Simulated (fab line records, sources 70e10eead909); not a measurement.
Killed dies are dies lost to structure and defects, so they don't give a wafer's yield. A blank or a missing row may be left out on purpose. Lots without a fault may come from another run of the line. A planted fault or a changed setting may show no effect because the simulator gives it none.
fab line records | flow nand_harc
record lots=24 wafers=72 last_day=33
route steps=1302 shown A_CONTACT@1019
lots that met no fault: from a run of the same line without faults
start_h: hours from the record's first day to the start of the lot's first wafer shown | wait_h: hours since the lot's step before | " the same as in the row above | L1.1+2: a row that stands for several wafers | - no value, or no start given | * or withheld: withheld | < > ~ a bound
route shown NAME@n: a module of which the file shows steps, and the number in the route of the first | usual: mean/standard deviation of fault-free wafers | same: alike in all rows | chamber/n: place in a boat | sites: the reading at each site | _std_site: their standard deviation | _edge_site: outer sites' mean less inner sites' | radius_mm: how far each site lies from the wafer's centre | mask NAME#n: copy n | behind: the tool/chamber that last shaped the wafer | hold: why the lot was held/for how many hours/how that ended | device: the transistor (n, p or np) that didn't switch | end of line: the same wafers' tests at the end of the route | a step without rows: its recipe alone | killed: dies lost to structure and defects at the first sort, not the wafer's yield | map: a wafer's dies, x killed, . not, _ none there
set.NAME: the setting as run; set.NAME@STEP: as run at that earlier step | model.NAME: the simulator's own value behind a step, which no gauge read
steps of the route over a sample of lots; a table a step, a row a wafer
services: from which hour (start_h, from the record's first day; less than 0 if before it) a tool's chamber was out of use, for how many hours, and why
## steps
# step NHARC_A_CONTACT_ETCH_96
# recipe target_depth_a=200 over_etch_frac=0.5 time_s=10 ion_energy_ev=250 c4f6_flow_sccm=25 o2_flow_sccm=20 ar_flow_sccm=500 rf_w=600 bias_w=500 chemistry=C4F6/O2
# usual drypump_motor_current_A=5.9/0.37 mfc_ar_sccm=499.9/1.5 oes_product_au=0.975/0.026 rf_vpp_V=547/3.5 showerhead_plenum_p_Torr=3.92/0.17 throttle_valve_pct=26.905/0.009
# columns lot.wafer tool chamber start_h wait_h drypump_motor_current_A mfc_ar_sccm oes_product_au rf_hours_counter_h rf_vpp_V showerhead_plenum_p_Torr throttle_valve_pct
L074.2 rie_diel-01 2 - - 5.5 500.8 0.955 40 546 3.94 26.887
L074.1 " 3 " " 5.9 500.1 0.970 39 548 3.97 26.903
L074.6 " 1 " " 6.2 501.9 0.947 - 553 4.14 26.902
L075.1 rie_diel-03 1 - - 6.3 499.6 0.986 6 551 4.13 26.900
L075.3 " 2 " " 6.0 500.9 0.953 8 543 3.68 26.909
L075.6 " 1 " " 6.4 500.5 0.988 - 551 4.13 26.908
L077.1 rie_diel-01 2 - - 5.5 498.2 0.960 47 547 3.93 26.893
L077.5 " 1 " " 6.2 503.3 0.959 - 552 4.13 26.907
L077.6 " 2 " " 5.5 498.6 0.973 - 548 3.93 26.900
L076.4 rie_diel-01 2 - - 5.5 498.6 0.966 47 548 3.93 26.904
L076.2 " 3 " " 5.9 499.9 0.961 44 549 3.97 26.913
L076.3 " 0 " " 5.5 501.6 0.968 41 548 3.96 26.901
L078.4 rie_diel-03 1 - - 6.4 501.0 0.933 10 551 4.12 26.888
L078.5 " 1 " " 6.3 498.1 0.935 - 552 4.12 26.913
L078.6 " 2 " " 6.0 499.3 0.926 - 541 3.68 26.913
L079.2 rie_diel-01 3 - - 5.9 502.4 0.960 47 547 3.96 26.899
L079.6 " 1 " " 6.2 499.5 0.963 - 551 4.13 26.908
L079.5 " 2 " " 5.5 499.9 0.961 - 547 3.93 26.911
L080.1 rie_diel-03 2 - - 6.0 500.8 0.977 18 542 3.68 26.908
L080.4 " 0 " " 5.7 498.4 0.953 18 542 3.69 26.914
L080.6 " 2 " " 6.0 501.0 0.976 - 541 3.68 26.916
L081.3 rie_diel-03 1 - - 6.4 500.0 1.003 14 552 4.12 26.901
L081.1 " 2 " " 6.0 499.9 0.985 18 541 3.68 26.904
L081.6 " 0 " " 5.7 500.6 0.999 - 542 3.69 26.895
L082.2 rie_diel-10 1 - - 6.5 501.5 0.935 50 547 3.98 26.920
L082.1 " 2 " " 5.8 499.4 0.933 51 550 4.09 26.886
L082.4 " 3 " " 5.9 498.0 0.957 54 544 3.77 26.903
L083.1 rie_diel-03 2 - - 6.0 498.0 1.004 24 543 3.67 26.905
L083.6 " 2 " " 5.9 499.6 0.990 - 541 3.67 26.905
L083.5 " 3 " " 6.2 501.4 0.999 - 550 4.10 26.912
L084.3 rie_diel-01 3 - - 5.9 501.1 1.002 13 549 3.95 26.894
L084.2 " 1 " " 6.1 501.6 0.999 13 550 4.12 26.911
L084.5 " 3 " " 5.9 498.3 0.995 - 548 3.95 26.894
L085.4 rie_diel-03 3 - - 6.2 497.8 0.995 28 551 4.10 26.905
L085.2 " 0 " " 5.7 499.5 0.991 28 542 3.69 26.922
L085.5 " 0 " " 5.7 497.0 0.991 - 542 3.69 26.912
L086.3 rie_diel-01 3 - - 5.9 497.7 1.012 14 548 3.95 26.909
L086.2 " 0 " " 5.4 500.3 1.005 13 547 3.95 26.915
L086.1 " 2 " " 5.6 501.6 1.012 15 545 3.91 26.904
L087.4 rie_diel-10 3 - - 5.8 497.6 0.988 4 544 3.76 26.903
L087.6 " 1 " " 6.4 497.8 1.005 - 547 3.97 26.892
L087.5 " 2 " " 5.8 499.9 1.005 - 550 4.08 26.895
L089.3 rie_diel-01 3 - - 5.9 501.4 1.005 27 548 3.94 26.902
L089.6 " 2 " " 5.5 497.8 1.002 - 545 3.91 26.907
L089.5 " 3 " " 5.9 500.8 1.007 - 547 3.94 26.904
L088.3 rie_diel-10 3 - - 5.9 499.8 0.994 14 543 3.76 26.894
L088.1 " 1 " " 6.5 502.0 1.011 14 548 3.96 26.885
L088.4 " 2 " " 5.8 498.1 1.006 12 550 4.08 26.910
L091.2 rie_diel-03 3 - - 6.2 500.4 0.956 2 550 4.09 26.907
L091.1 " 1 " " 6.3 498.3 0.945 1 551 4.11 26.902
L091.5 " 3 " " 6.1 500.5 0.960 - 550 4.09 26.896
L090.1 rie_diel-03 0 - - 5.7 499.9 0.996 3 541 3.68 26.912
L090.3 " 1 " " 6.3 498.2 1.000 3 551 4.11 26.918
L090.5 " 2 " " 6.0 496.3 1.000 - 541 3.67 26.894
L092.2 rie_diel-03 0 - - 5.8 501.8 0.992 5 541 3.68 26.891
L092.1 " 1 " " 6.3 501.7 0.997 5 551 4.11 26.903
L092.4 " 2 " " 6.0 499.4 0.990 5 543 3.66 26.902
L095.2 rie_diel-03 1 691.65 0.1 6.3 499.9 0.942 7 550 4.11 26.915
L095.1 " 2 " " 6.0 499.7 0.945 7 541 3.66 26.894
L095.5 " 0 " " 5.8 499.6 0.954 - 542 3.68 26.913
L094.4 rie_diel-10 1 - - 6.5 499.6 0.946 28 548 3.96 26.895
L094.1 " 2 " " 5.8 499.6 0.966 19 550 4.07 26.903
L094.6 " 2 " " 5.9 499.6 0.953 - 549 4.07 26.877
L093.1 rie_diel-10 1 - - 6.4 497.9 0.962 28 548 3.96 26.908
L093.6 " 3 " " 5.9 499.4 0.947 - 544 3.75 26.922
L093.5 " 0 " " 5.0 502.5 0.959 - 547 3.91 26.901
L096.1 rie_diel-03 3 - - 6.2 497.9 0.997 6 550 4.09 26.921
L096.3 " 1 " " 6.4 497.9 0.997 10 550 4.10 26.902
L096.6 " 3 " " 6.2 498.4 0.993 - 549 4.09 26.892
L097.1 rie_diel-10 3 - - 5.8 498.5 0.931 39 544 3.74 26.917
L097.4 " 0 " " 5.0 500.9 0.942 38 546 3.90 26.912
L097.2 " 2 " " 5.9 501.1 0.995 29 549 4.07 26.910
# step NHARC_A_CONTACT_CD_MEAS_53
# usual cd_nm=289.4/0.65
# columns lot.wafer tool chamber start_h wait_h cd_nm
L074.1 cd_sem-03 - 499.98 - 289.3
L074.2 " - " " 289.5
L074.6 " - " " 289.9
L075.1 cd_sem-03 - 501.73 - 289.6
L075.3 " - " " 289.4
L075.6 " - " " 289.9
L077.1 cd_sem-02 - 521.12 - 288.4
L077.5 " - " " 289.2
L077.6 " - " " 288.9
L076.2 cd_sem-02 - 522.75 - 289.9
L076.3 " - " " 289.3
L076.4 " - " " 290.0
L078.4 cd_sem-01 - 529.09 - 289.9
L078.5 " - " " 289.8
L078.6 " - " " 288.9
L079.2 cd_sem-02 - 536.41 - 289.8
L079.5 " - " " 289.9
L079.6 " - " " 289.6
L080.1 cd_sem-01 - 555.52 - 288.7
L080.4 " - " " 288.9
L080.6 " - " " 288.9
L081.1 cd_sem-03 - 555.74 - 288.9
L081.3 " - " " 288.8
L081.6 " - " " 289.3
L082.1 cd_sem-02 - 572.51 - 288.3
L082.2 " - " " 288.6
L082.4 " - " " 288.3
L083.1 cd_sem-01 - 585.01 - 289.7
L083.5 " - " " 290.0
L083.6 " - " " 289.6
L084.2 cd_sem-02 - 602.59 - 289.9
L084.3 " - " " 290.3
L084.5 " - " " 290.2
L085.2 cd_sem-01 - 607.97 - 288.8
L085.4 " - " " 289.1
L085.5 " - " " 289.4
L086.1 cd_sem-03 - 608.27 - 289.8
L086.2 " - " " 289.5
L086.3 " - " " 289.3
L087.4 cd_sem-01 - 622.79 - 289.9
L087.5 " - " " 290.5
L087.6 " - " " 290.5
L089.3 cd_sem-02 - 635.92 - 289.4
L089.5 " - " " 289.1
L089.6 " - " " 289.2
L088.1 cd_sem-03 - 644.86 - 289.9
L088.3 " - " " 289.7
L088.4 " - " " 290.4
L091.1 cd_sem-01 - 657.16 - 287.8
L091.2 " - " " 288.2
L091.5 " - " " 288.6
L090.1 cd_sem-02 - 667.96 - 288.6
L090.3 " - " " 289.1
L090.5 " - " " 288.7
L092.1 cd_sem-01 - 678.11 - 289.9
L092.2 " - " " 289.9
L092.4 " - " " 289.9
L095.1 cd_sem-02 - 691.73 - 288.6
L095.2 " - " " 288.2
L095.5 " - " " 289.0
L094.1 cd_sem-01 - 698.39 - 288.8
L094.4 " - " " 289.0
L094.6 " - " " 289.2
L093.1 cd_sem-03 - 698.73 - 289.9
L093.5 " - " " 290.2
L093.6 " - " " 289.9
L096.1 cd_sem-03 - 704.31 - 289.3
L096.3 " - " " 289.2
L096.6 " - " " 289.4
L097.1 cd_sem-03 - 724.61 - 289.4
L097.2 " - " " 289.4
L097.4 " - " " 289.4
# step NHARC_A_CONTACT_OVL_MEAS_70
# usual overlay_x_nm=-0.2/0.94 overlay_y_nm=0.1/0.73
# columns lot.wafer tool chamber start_h wait_h overlay_x_nm overlay_y_nm
L074.1 overlay-01 - 505.08 - -0.7 0.2
L074.2 " - " " -0.6 0.1
L074.6 " - " " 0.0 0.1
L075.1 overlay-01 - 506.75 - 0.5 1.1
L075.3 " - " " 0.1 1.0
L075.6 " - " " -0.1 1.5
L077.1 overlay-02 - 527.07 - 1.4 0.2
L077.5 " - " " 1.2 0.5
L077.6 " - " " 0.6 0.3
L076.2 overlay-01 - 527.70 - -0.6 0.4
L076.3 " - " " -1.0 1.4
L076.4 " - " " -0.9 0.8
L078.4 overlay-02 - 534.54 - -1.6 1.0
L078.5 " - " " -1.2 0.8
L078.6 " - " " -0.7 1.3
L079.2 overlay-02 - 543.01 - -1.9 -0.8
L079.5 " - " " -0.9 -0.9
L079.6 " - " " -1.0 -0.8
L080.1 overlay-02 - 560.81 - 0.5 -0.5
L080.4 " - " " 1.0 0.6
L080.6 " - " " 1.1 -0.1
L081.1 overlay-01 - 562.22 - 0.6 0.2
L081.3 " - " " 1.3 -0.4
L081.6 " - " " 0.7 0.4
L082.1 overlay-01 - 578.57 - 0.5 -0.2
L082.2 " - " " 0.5 0.1
L082.4 " - " " -0.7 -0.2
L083.1 overlay-02 - 590.45 - 0.4 -0.2
L083.5 " - " " 0.4 -0.3
L083.6 " - " " 0.3 -0.4
L084.2 overlay-01 - 607.67 - 0.3 -0.4
L084.3 " - " " -0.2 -0.1
L084.5 " - " " -0.1 -0.3
L085.2 overlay-01 - 612.84 - -0.4 0.3
L085.4 " - " " 0.0 -0.2
L085.5 " - " " -0.4 -0.3
L086.1 overlay-02 - 613.33 - -0.5 1.2
L086.2 " - " " -0.5 1.0
L086.3 " - " " 0.0 0.7
L087.4 overlay-02 - 629.34 - -0.7 -0.4
L087.5 " - " " -0.6 -0.3
L087.6 " - " " -1.0 -0.3
L089.3 overlay-02 - 641.00 - -1.6 0.7
L089.5 " - " " -1.0 -0.2
L089.6 " - " " -0.6 0.4
L088.1 overlay-01 - 653.45 - -1.4 -0.2
L088.3 " - " " -1.1 -0.1
L088.4 " - " " -1.6 -0.7
L091.1 overlay-02 - 662.01 - -0.1 0.6
L091.2 " - " " 0.0 0.8
L091.5 " - " " 0.7 1.1
L090.1 overlay-02 - 674.72 - 0.5 0.9
L090.3 " - " " -0.6 1.2
L090.5 " - " " -0.4 1.1
L092.1 overlay-02 - 689.66 - 0.8 -0.7
L092.2 " - " " 0.9 -0.8
L092.4 " - " " 0.7 -0.7
L095.1 overlay-02 - 697.81 - 2.1 -1.1
L095.2 " - " " 2.0 -0.7
L095.5 " - " " 2.7 -0.5
L094.1 overlay-01 - 703.52 - 1.1 0.2
L094.4 " - " " 0.9 -0.2
L094.6 " - " " 1.1 -0.4
L093.1 overlay-01 - 704.12 - -1.3 1.1
L093.5 " - " " -1.6 1.3
L093.6 " - " " -1.3 0.8
L096.1 overlay-01 - 710.52 - -0.4 -0.1
L096.3 " - " " -0.2 0.2
L096.6 " - " " -0.1 -0.4
L097.1 overlay-02 - 729.74 - -1.2 -0.2
L097.2 " - " " -0.9 -0.7
L097.4 " - " " -0.8 -0.2
# step NHARC_A_CONTACT_ETCH_133
# recipe source_w=withheld pressure_mtorr=20 bias_v=400 time_s=374 target_depth_a=16100 ar_flow_sccm=withheld c4f8_flow_sccm=11.5 o2_flow_sccm=7.2 chemistry=C4F8/O2/Ar
# columns lot.wafer tool chamber start_h wait_h rf_hours_counter_h
L074.1 har_cap_etch-03 1 508.33 0.1 43
L074.2 " 0 " " 43
L074.6 " 0 " " -
L075.1 har_cap_etch-02 1 510.09 0.2 87
L075.3 " 1 " " -
L075.6 " 1 " " -
L077.1 har_cap_etch-03 0 530.32 0.1 47
L077.5 " 0 " " -
L077.6 " 1 " " -
L076.2 har_cap_etch-01 1 531.11 0.2 5
L076.4 " 0 " " -
L076.3 " 1 " " -
L078.4 har_cap_etch-03 1 538.08 0.3 -
L078.6 " 1 " " -
L078.5 " 0 " " -
L079.2 har_cap_etch-03 1 547.15 0.3 51
L079.5 " 0 " " -
L079.6 " 1 " " -
L080.1 har_cap_etch-03 1 564.14 0.2 54
L080.4 " 0 " " -
L080.6 " 1 " " -
L081.1 har_cap_etch-02 0 565.54 0.2 98
L081.3 " 0 " " -
L081.6 " 0 " " -
L082.2 har_cap_etch-01 1 581.81 0.1 14
L082.1 " 0 " " 14
L082.4 " 0 " " -
L083.1 har_cap_etch-01 1 593.89 0.2 16
L083.5 " 0 " " -
L083.6 " 1 " " -
L084.2 har_cap_etch-03 1 610.91 0.2 62
L084.3 " 1 " " -
L084.5 " 0 " " -
L085.2 har_cap_etch-01 0 616.17 0.2 20
L085.4 " 0 " " -
L085.5 " 0 " " -
L086.1 har_cap_etch-02 0 616.58 0.1 107
L086.2 " 1 " " 107
L086.3 " 1 " " -
L087.4 har_cap_etch-01 1 632.80 0.3 -
L087.5 " 0 " " -
L087.6 " 1 " " -
L089.3 har_cap_etch-02 0 644.66 0.2 -
L089.5 " 0 " " -
L089.6 " 1 " " -
L088.1 har_cap_etch-01 0 657.25 0.2 27
L088.4 " 0 " " -
L088.3 " 1 " " -
L091.1 har_cap_etch-03 1 665.25 0.1 71
L091.2 " 0 " " 71
L091.5 " 1 " " -
L090.1 har_cap_etch-02 1 677.96 0.1 117
L090.3 " 1 " " -
L090.5 " 0 " " -
L092.1 har_cap_etch-02 0 693.13 0.1 119
L092.2 " 1 " " 119
L092.4 " 0 " " -
L095.1 har_cap_etch-02 0 701.37 0.2 121
L095.2 " 1 " " 121
L095.5 " 1 " " -
L094.1 har_cap_etch-03 0 706.77 0.1 80
L094.4 " 0 " " -
L094.6 " 0 " " -
L093.1 har_cap_etch-02 0 707.43 0.1 123
L093.5 " 0 " " -
L093.6 " 1 " " -
L096.1 har_cap_etch-03 1 713.95 0.1 81
L096.3 " 0 " " -
L096.6 " 1 " " -
L097.2 har_cap_etch-03 1 733.30 0.1 86
L097.1 " 0 " " 86
L097.4 " 0 " " -
# step NHARC_A_CONTACT_CD_MEAS_08
# recipe target_cd_nm=200 landing_energy_ev=500
# usual cd_nm=199.8/0.44
# columns lot.wafer tool chamber start_h wait_h cd_nm
L074.1 cd_sem-03 0 515.99 - 199.3
L074.2 " 0 " " 199.9
L074.6 " 0 " " 199.3
L075.1 cd_sem-01 0 517.23 - 200.4
L075.3 " 0 " " 200.4
L075.6 " 0 " " 199.9
L077.1 cd_sem-01 0 535.49 - 199.2
L077.5 " 0 " " 199.3
L077.6 " 0 " " 199.9
L076.2 cd_sem-03 0 536.25 - 199.1
L076.3 " 0 " " 199.3
L076.4 " 0 " " 199.7
L078.4 cd_sem-03 0 542.46 - 200.1
L078.5 " 0 " " 200.3
L078.6 " 0 " " 199.8
L079.2 cd_sem-03 0 551.88 - 199.9
L079.5 " 0 " " 199.4
L079.6 " 0 " " 199.6
L080.1 cd_sem-02 0 571.55 - 200.1
L080.4 " 0 " " 199.8
L080.6 " 0 " " 200.0
L081.1 cd_sem-02 0 572.80 - 200.1
L081.3 " 0 " " 200.1
L081.6 " 0 " " 199.9
L082.1 cd_sem-01 0 586.90 - 199.9
L082.2 " 0 " " 199.8
L082.4 " 0 " " 199.5
L083.1 cd_sem-02 0 598.33 - 199.4
L083.5 " 0 " " 199.2
L083.6 " 0 " " 199.6
L084.2 cd_sem-02 0 621.94 - 200.4
L084.3 " 0 " " 200.4
L084.5 " 0 " " 200.5
L085.2 cd_sem-01 0 623.66 - 199.8
L085.4 " 0 " " 199.8
L085.5 " 0 " " 200.3
L086.1 cd_sem-02 0 625.46 - 200.4
L086.2 " 0 " " 199.8
L086.3 " 0 " " 199.9
L087.4 cd_sem-02 0 636.91 - 199.4
L087.5 " 0 " " 199.6
L087.6 " 0 " " 198.8
L089.3 cd_sem-03 0 654.96 - 199.9
L089.5 " 0 " " 199.5
L089.6 " 0 " " 200.1
L088.1 cd_sem-01 0 663.83 - 200.0
L088.3 " 0 " " 199.6
L088.4 " 0 " " 199.6
L091.1 cd_sem-03 0 669.56 - 199.5
L091.2 " 0 " " 199.7
L091.5 " 0 " " 199.5
L090.1 cd_sem-02 0 688.81 - 200.5
L090.3 " 0 " " 199.9
L090.5 " 0 " " 200.1
L092.1 cd_sem-02 0 698.42 - 199.8
L092.2 " 0 " " 199.8
L092.4 " 0 " " 199.8
L095.1 cd_sem-02 0 707.20 - 199.9
L095.2 " 0 " " 200.1
L095.5 " 0 " " 200.0
L094.1 cd_sem-02 0 711.39 - 199.7
L094.4 " 0 " " 198.8
L094.6 " 0 " " 199.5
L093.1 cd_sem-01 0 712.12 - 200.5
L093.5 " 0 " " 199.9
L093.6 " 0 " " 200.5
L096.1 cd_sem-01 0 719.56 - 199.3
L096.3 " 0 " " 199.8
L096.6 " 0 " " 200.0
L097.1 cd_sem-01 0 742.09 - 200.8
L097.2 " 0 " " 200.5
L097.4 " 0 " " 200.2
# step NHARC_A_CONTACT_OVL_MEAS_09
# usual overlay_x_nm=0.2/0.83 overlay_y_nm=-0.1/0.91
# columns lot.wafer tool chamber start_h wait_h overlay_x_nm overlay_y_nm
L074.1 overlay-01 - 516.08 - 0.3 -0.5
L074.2 " - " " 0.2 -0.6
L074.6 " - " " 0.2 -0.5
L075.1 overlay-01 - 517.32 - 0.3 -1.5
L075.3 " - " " 0.9 -1.3
L075.6 " - " " 0.2 -1.2
L077.1 overlay-02 - 535.58 - 0.2 0.9
L077.5 " - " " 0.3 0.6
L077.6 " - " " -0.1 1.0
L076.2 overlay-02 - 536.33 - -0.8 -0.8
L076.3 " - " " -0.2 0.0
L076.4 " - " " -0.6 -0.3
L078.4 overlay-02 - 542.54 - 0.2 0.4
L078.5 " - " " -0.1 -0.1
L078.6 " - " " 0.2 0.3
L079.2 overlay-01 - 551.96 - 1.6 0.0
L079.5 " - " " 1.1 -0.1
L079.6 " - " " 0.8 -0.5
L080.1 overlay-02 - 571.64 - -0.6 -0.5
L080.4 " - " " -0.6 -1.1
L080.6 " - " " -1.0 -1.0
L081.1 overlay-02 - 572.89 - 1.2 0.4
L081.3 " - " " 0.5 1.1
L081.6 " - " " 0.7 0.8
L082.1 overlay-01 - 586.99 - 1.5 -0.5
L082.2 " - " " 0.7 -0.9
L082.4 " - " " 1.7 -0.4
L083.1 overlay-02 - 598.42 - -0.4 0.5
L083.5 " - " " -0.8 0.2
L083.6 " - " " -1.2 0.0
L084.2 overlay-01 - 622.03 - -0.1 -0.7
L084.3 " - " " -0.7 0.0
L084.5 " - " " -0.2 -0.4
L085.2 overlay-02 - 623.75 - 0.3 1.4
L085.4 " - " " 0.7 0.7
L085.5 " - " " 0.4 1.6
L086.1 overlay-01 - 625.55 - -2.1 1.9
L086.2 " - " " -2.1 2.1
L086.3 " - " " -1.7 2.0
L087.4 overlay-02 - 637.00 - 1.5 -0.7
L087.5 " - " " 1.5 -0.7
L087.6 " - " " 1.1 -0.3
L089.3 overlay-01 - 655.04 - 0.3 0.8
L089.5 " - " " -0.5 0.4
L089.6 " - " " 0.4 1.1
L088.1 overlay-02 - 663.92 - 0.3 -1.0
L088.3 " - " " 1.1 -0.9
L088.4 " - " " 1.1 -0.8
L091.1 overlay-01 - 669.65 - 0.1 0.5
L091.2 " - " " 0.1 0.5
L091.5 " - " " 0.6 0.6
L090.1 overlay-02 - 688.89 - 0.6 -0.8
L090.3 " - " " 0.4 -0.6
L090.5 " - " " 0.0 -0.8
L092.1 overlay-01 - 698.51 - 1.7 0.6
L092.2 " - " " 1.3 0.8
L092.4 " - " " 1.8 0.8
L095.1 overlay-01 - 707.29 - -0.5 -1.4
L095.2 " - " " -0.3 -1.9
L095.5 " - " " -0.6 -2.0
L094.1 overlay-02 - 711.48 - -0.3 -1.3
L094.4 " - " " -0.2 -1.0
L094.6 " - " " -0.2 -1.1
L093.1 overlay-01 - 712.21 - -0.3 0.9
L093.5 " - " " 0.2 0.2
L093.6 " - " " -0.3 0.6
L096.1 overlay-02 - 719.64 - 0.8 -0.7
L096.3 " - " " 1.2 -0.5
L096.6 " - " " 0.9 -0.9
L097.1 overlay-01 - 742.18 - -0.2 -0.4
L097.2 " - " " -0.1 -0.5
L097.4 " - " " -0.3 -0.1
## services
# columns tool chamber start_h hours kind
rie_diel-03 0 491.86 - clean
rie_diel-03 1 491.86 - clean
rie_diel-03 2 491.86 - clean
rie_diel-03 3 491.86 - clean
rie_diel-03 1 493.69 3.4 repair
har_cap_etch-02 - 496.86 0.3 repair
har_cap_etch-01 - 497.00 17.0 pm
rie_diel-03 0 516.46 - clean
rie_diel-03 1 516.46 - clean
rie_diel-03 2 516.46 - clean
rie_diel-03 3 516.46 - clean
rie_diel-03 0 540.96 - clean
rie_diel-03 1 540.96 - clean
rie_diel-03 2 540.96 - clean
rie_diel-01 - 558.64 9.0 pm
rie_diel-10 - 596.66 9.0 pm
rie_diel-03 - 598.97 1.0 repair
rie_diel-03 - 635.36 9.0 pm
rie_diel-03 - 654.68 0.5 repair
rie_diel-10 2 656.88 17.1 repair
rie_diel-01 3 663.68 8.8 repair
rie_diel-10 - 709.26 1.2 repair
rie_diel-10 0 714.82 4.4 repair
rie_diel-01 3 728.08 4.5 repair
## key
fault none
